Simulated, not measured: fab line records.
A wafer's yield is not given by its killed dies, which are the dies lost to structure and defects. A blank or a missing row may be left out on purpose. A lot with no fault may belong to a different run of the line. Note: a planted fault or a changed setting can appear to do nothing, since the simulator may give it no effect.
Matching of chambers || flow n5Finfet || 4 sister chambers for N5_BEOL_M0_SAQP_MANDREL_ETCH_20 on rieSi-05
The step etches a-Si in HBr/Cl2, stops on SiNx, target depth 60 nm, bt time 10 s, time 30 s. 16 wafers are shown with their chamber, then 7 later ones without.

== WAFERS, EACH WITH ITS CHAMBER ==
{"wafer": "L075.1", "chamber": 1, "throttleValvePct (%)": 35.9, "oesProductAu (a.u.)": 0.792, "chamberPressureMTorr (mTorr)": 9.992}
{"wafer": "L075.4", "chamber": 2, "throttleValvePct (%)": 36.4, "oesProductAu (a.u.)": 0.782, "chamberPressureMTorr (mTorr)": 9.997}
{"wafer": "L075.6", "chamber": 2, "throttleValvePct (%)": 36.5, "oesProductAu (a.u.)": 0.781, "chamberPressureMTorr (mTorr)": 10.020}
{"wafer": "L077.3", "chamber": 0, "throttleValvePct (%)": 36.4, "oesProductAu (a.u.)": 0.749, "chamberPressureMTorr (mTorr)": 9.992}
{"wafer": "L077.6", "chamber": 0, "throttleValvePct (%)": 36.4, "oesProductAu (a.u.)": 0.758, "chamberPressureMTorr (mTorr)": 10.003}
{"wafer": "L078.1", "chamber": 3, "throttleValvePct (%)": 35.2, "oesProductAu (a.u.)": 0.787, "chamberPressureMTorr (mTorr)": 9.994}
{"wafer": "L078.2", "chamber": 0, "throttleValvePct (%)": 36.4, "oesProductAu (a.u.)": 0.754, "chamberPressureMTorr (mTorr)": 10.002}
{"wafer": "L078.3", "chamber": 2, "throttleValvePct (%)": 36.5, "oesProductAu (a.u.)": 0.774, "chamberPressureMTorr (mTorr)": 10.003}
{"wafer": "L079.2", "chamber": 1, "throttleValvePct (%)": 35.9, "oesProductAu (a.u.)": 0.790, "chamberPressureMTorr (mTorr)": 10.007}
{"wafer": "L079.4", "chamber": 3, "throttleValvePct (%)": 35.2, "oesProductAu (a.u.)": 0.781, "chamberPressureMTorr (mTorr)": 9.988}
{"wafer": "L079.5", "chamber": 3, "throttleValvePct (%)": 35.1, "oesProductAu (a.u.)": 0.786, "chamberPressureMTorr (mTorr)": 9.992}
{"wafer": "L080.1", "chamber": 0, "throttleValvePct (%)": 36.4, "oesProductAu (a.u.)": 0.756, "chamberPressureMTorr (mTorr)": 9.995}
{"wafer": "L080.4", "chamber": 3, "throttleValvePct (%)": 35.2, "oesProductAu (a.u.)": 0.782, "chamberPressureMTorr (mTorr)": 10.007}
{"wafer": "L080.5", "chamber": 1, "throttleValvePct (%)": 35.9, "oesProductAu (a.u.)": 0.784, "chamberPressureMTorr (mTorr)": 9.984}
{"wafer": "L090.2", "chamber": 0, "throttleValvePct (%)": 36.4, "oesProductAu (a.u.)": 0.754, "chamberPressureMTorr (mTorr)": 9.999}
{"wafer": "L090.3", "chamber": 3, "throttleValvePct (%)": 35.2, "oesProductAu (a.u.)": 0.779, "chamberPressureMTorr (mTorr)": 10.003}

SIGNATURES (means of the wafers above)
{"reading": "throttleValvePct", "chamber 0": 36.400, "chamber 1": 35.900, "chamber 2": 36.467, "chamber 3": 35.180, "scatter within a chamber": 0.035}
{"reading": "oesProductAu", "chamber 0": 0.75420, "chamber 1": 0.78867, "chamber 2": 0.77900, "chamber 3": 0.78300, "scatter within a chamber": 0.00369}
{"reading": "chamberPressureMTorr", "chamber 0": 9.99820, "chamber 1": 9.99433, "chamber 2": 10.00667, "chamber 3": 9.99680, "scatter within a chamber": 0.00864}
Rule: a wafer's distance from a chamber is the root of the sum, over the readings, of the square of ((its reading less the chamber's mean) divided by the reading's scatter). The wafer belongs to the nearest chamber; if the next one is less than 2 further off, it can't be placed. How the scatter is found: for the shown wafers, subtract from each reading the mean of its chamber, square and add these, divide the total by (wafers less chambers), then take the root.

== WAFERS WITH NO CHAMBER GIVEN ==
{"wafer": "L090.5", "throttleValvePct (%)": 35.2, "oesProductAu (a.u.)": 0.783, "chamberPressureMTorr (mTorr)": 10.004}
{"wafer": "L094.2", "throttleValvePct (%)": 35.2, "oesProductAu (a.u.)": 0.778, "chamberPressureMTorr (mTorr)": 10.006}
{"wafer": "L094.4", "throttleValvePct (%)": 36.4, "oesProductAu (a.u.)": 0.754, "chamberPressureMTorr (mTorr)": 9.993}
{"wafer": "L094.5", "throttleValvePct (%)": 35.9, "oesProductAu (a.u.)": 0.791, "chamberPressureMTorr (mTorr)": 9.994}
{"wafer": "L097.1", "throttleValvePct (%)": 36.4, "oesProductAu (a.u.)": 0.747, "chamberPressureMTorr (mTorr)": 9.995}
{"wafer": "L097.3", "throttleValvePct (%)": 36.5, "oesProductAu (a.u.)": 0.765, "chamberPressureMTorr (mTorr)": 9.990}
{"wafer": "L097.4", "throttleValvePct (%)": 35.2, "oesProductAu (a.u.)": 0.784, "chamberPressureMTorr (mTorr)": 10.002}

== CHAMBER TAKEN BY EACH ==
{"wafer": "L090.5", "from the rows above": 3, "in truth": 3}
{"wafer": "L094.2", "from the rows above": 3, "in truth": 3}
{"wafer": "L094.4", "from the rows above": 0, "in truth": 0}
{"wafer": "L094.5", "from the rows above": 1, "in truth": 1}
{"wafer": "L097.1", "from the rows above": 0, "in truth": 0}
{"wafer": "L097.3", "from the rows above": "can't be placed: 0 or 2", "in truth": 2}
{"wafer": "L097.4", "from the rows above": 3, "in truth": 3}
Correctly placed: 6 of 7. Not placeable from these rows: 1 (in 1, the candidates include the true chamber). Wrongly placed: 0.
